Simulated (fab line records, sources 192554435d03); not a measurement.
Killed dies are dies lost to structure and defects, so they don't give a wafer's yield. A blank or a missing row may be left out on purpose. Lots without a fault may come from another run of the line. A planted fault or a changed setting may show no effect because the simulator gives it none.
Chamber matching | flow n5_finfet | N5_BEOL_M0_SAQP_ETCH_101 on rie_diel-02: 4 sister chambers
The step etches SiNx in CH3F/O2, target depth 29.9 nm, time 42.7 s. 16 wafers are shown with their chamber, then 8 later ones without.

WAFERS WITH THEIR CHAMBER
wafer  | chamber | throttle_valve_pct (%) | oes_product_au (a.u.) | showerhead_plenum_p_Torr (Torr)
L084.3 | 0       | 15.86                  | 0.91                  | 1.97
L084.4 | 1       | 16.24                  | 0.81                  | 1.94
L084.5 | 0       | 15.88                  | 0.90                  | 1.97
L086.2 | 3       | 16.46                  | 0.76                  | 1.97
L086.5 | 0       | 15.90                  | 0.90                  | 1.96
L086.6 | 1       | 16.24                  | 0.82                  | 1.94
L088.2 | 2       | 16.53                  | 0.71                  | 2.00
L088.4 | 0       | 15.89                  | 0.90                  | 1.96
L088.6 | 0       | 15.88                  | 0.90                  | 1.96
L090.3 | 3       | 16.46                  | 0.74                  | 1.97
L090.5 | 2       | 16.54                  | 0.71                  | 1.99
L090.6 | 3       | 16.46                  | 0.75                  | 1.97
L091.1 | 2       | 16.55                  | 0.70                  | 1.99
L091.2 | 3       | 16.46                  | 0.74                  | 1.97
L091.6 | 1       | 16.25                  | 0.80                  | 1.94
L092.3 | 3       | 16.49                  | 0.74                  | 1.97

SIGNATURES (means of the wafers above)
reading                  | chamber 0 | chamber 1 | chamber 2 | chamber 3 | scatter within a chamber
throttle_valve_pct       | 15.8820   | 16.2433   | 16.5400   | 16.4660   | 0.0125
oes_product_au           | 0.9020    | 0.8100    | 0.7067    | 0.7460    | 0.00745
showerhead_plenum_p_Torr | 1.9640    | 1.9400    | 1.9933    | 1.9700    | 0.00394
Rule: a wafer's distance from a chamber is the root of the sum, over the readings, of the square of ((its reading less the chamber's mean) divided by the reading's scatter). The wafer belongs to the nearest chamber; if the next one is less than 2 further off, it can't be placed. The scatter: the root of (the sum of the squares of (reading less its chamber's mean) over the shown wafers, divided by (wafers less chambers)).

WAFERS WITHOUT THEIR CHAMBER
wafer  | throttle_valve_pct (%) | oes_product_au (a.u.) | showerhead_plenum_p_Torr (Torr)
L092.4 | 15.91                  | 0.88                  | 1.96
L092.5 | 16.24                  | 0.79                  | 1.94
L093.2 | 15.92                  | 0.88                  | 1.96
L093.4 | 16.57                  | 0.71                  | 1.99
L093.5 | 15.91                  | 0.89                  | 1.96
L095.1 | 15.94                  | 0.88                  | 1.96
L095.4 | 16.56                  | 0.70                  | 1.99
L095.5 | 16.56                  | 0.70                  | 1.99

WHICH CHAMBER EACH WENT THROUGH
wafer  | from the rows above | in truth
L092.4 | 0                   | 0
L092.5 | 1                   | 1
L093.2 | 0                   | 0
L093.4 | 2                   | 2
L093.5 | 0                   | 0
L095.1 | 0                   | 0
L095.4 | 2                   | 2
L095.5 | 2                   | 2
Placed correctly: 8 of 8. Can't be placed from these rows: 0. Placed wrongly: 0.
